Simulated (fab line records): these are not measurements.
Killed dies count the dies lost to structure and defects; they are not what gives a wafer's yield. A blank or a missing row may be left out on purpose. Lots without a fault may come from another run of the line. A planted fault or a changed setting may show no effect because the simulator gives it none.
Which of the tools did it? || flow nand_harc || 6 lots with 18 wafers sampled at 5 steps, on a route of 1302 steps

== WHAT THE GAUGES READ, wafer by wafer ==
NHARC_END_SORT_01.
lot || measured || on || killed_at_array

== TOOL THAT RAN EACH LOT (tool first, then ch and the chambers of the sampled wafers, then the start) ==
{"lot": "L321", "NHARC_A_CONTACT_ETCH_125": "har_cap_etch-03 ch 0,1, day 22 15:26", "NHARC_A_CONTACT_ETCH_131": "har_cap_etch-03 ch 0,1, day 22 16:31", "NHARC_A_CONTACT_ETCH_106": "rie_diel-04 ch 0,1,3, day 22 18:10", "NHARC_A_CONTACT_DEP_84": "acl_dep-02 ch 0, day 22 18:49"}
{"lot": "L322", "NHARC_A_CONTACT_ETCH_125": "har_cap_etch-01 ch 0,1, day 22 21:26", "NHARC_A_CONTACT_ETCH_131": "har_cap_etch-01 ch 0,1, day 22 22:29", "NHARC_A_CONTACT_ETCH_106": "rie_diel-04 ch 0,2, day 23 00:13", "NHARC_A_CONTACT_DEP_84": "acl_dep-01 ch 0, day 23 02:25"}
{"lot": "L325", "NHARC_A_CONTACT_ETCH_125": "har_cap_etch-01 ch 0,1, day 23 21:58", "NHARC_A_CONTACT_ETCH_131": "har_cap_etch-01 ch 0,1, day 23 23:01", "NHARC_A_CONTACT_ETCH_106": "rie_diel-05 ch 0,1,2, day 24 00:41", "NHARC_A_CONTACT_DEP_84": "acl_dep-03 ch 0, day 24 02:27"}
{"lot": "L326", "NHARC_A_CONTACT_ETCH_125": "har_cap_etch-01 ch 0,1, day 25 10:17", "NHARC_A_CONTACT_ETCH_131": "har_cap_etch-01 ch 0,1, day 25 11:21", "NHARC_A_CONTACT_ETCH_106": "rie_diel-04 ch 1,3, day 25 12:58", "NHARC_A_CONTACT_DEP_84": "acl_dep-02 ch 0, day 25 14:46"}
{"lot": "L339", "NHARC_A_CONTACT_ETCH_125": "har_cap_etch-02 ch 0,1, day 31 00:05", "NHARC_A_CONTACT_ETCH_131": "har_cap_etch-02 ch 0,1, day 31 01:08", "NHARC_A_CONTACT_ETCH_106": "rie_diel-05 ch 0,1,3, day 31 02:46", "NHARC_A_CONTACT_DEP_84": "acl_dep-02 ch 0, day 31 07:38"}
{"lot": "L341", "NHARC_A_CONTACT_ETCH_125": "har_cap_etch-03 ch 0,1, day 31 20:37", "NHARC_A_CONTACT_ETCH_131": "har_cap_etch-03 ch 0,1, day 31 21:41", "NHARC_A_CONTACT_ETCH_106": "rie_diel-04 ch 0,3, day 31 23:21", "NHARC_A_CONTACT_DEP_84": "acl_dep-03 ch 0, day 32 03:47"}
- NHARC_A_CONTACT_ETCH_125: etches the open film in C4F8/O2/Ar, time 197 s, target depth 1918 nm.
- NHARC_A_CONTACT_ETCH_131: etches the open film in C4F8/O2/Ar, time 197 s, target depth 1918 nm.
- NHARC_A_CONTACT_ETCH_106: etches the open film in CF4/O2, target depth 90 nm, overetch 9 nm, time 49.5 s.
- NHARC_A_CONTACT_DEP_84: deposits aC, target thk 2800 nm.

== THE ANSWER, worked out from the rows above alone ==
Rule: the usual values come from the lots themselves. The widest of any qualifying gaps counts: lots, ordered by their means at a reading, are off when they make up no more than a third of the lots, leave a main group of 4 or more, and stand apart from it by 3 or more times the standard deviation of that group's means. If all means in a main group match to the digits the tables above print for the reading, that group is not used. A lot without any number at a reading at which 4 lots or more have one is off too. The other lots that the step has rows for count as sound.
No lot is off at any reading shown: from this, nothing can be told.

== WHAT THE SIMULATOR HAD PUT IN ==
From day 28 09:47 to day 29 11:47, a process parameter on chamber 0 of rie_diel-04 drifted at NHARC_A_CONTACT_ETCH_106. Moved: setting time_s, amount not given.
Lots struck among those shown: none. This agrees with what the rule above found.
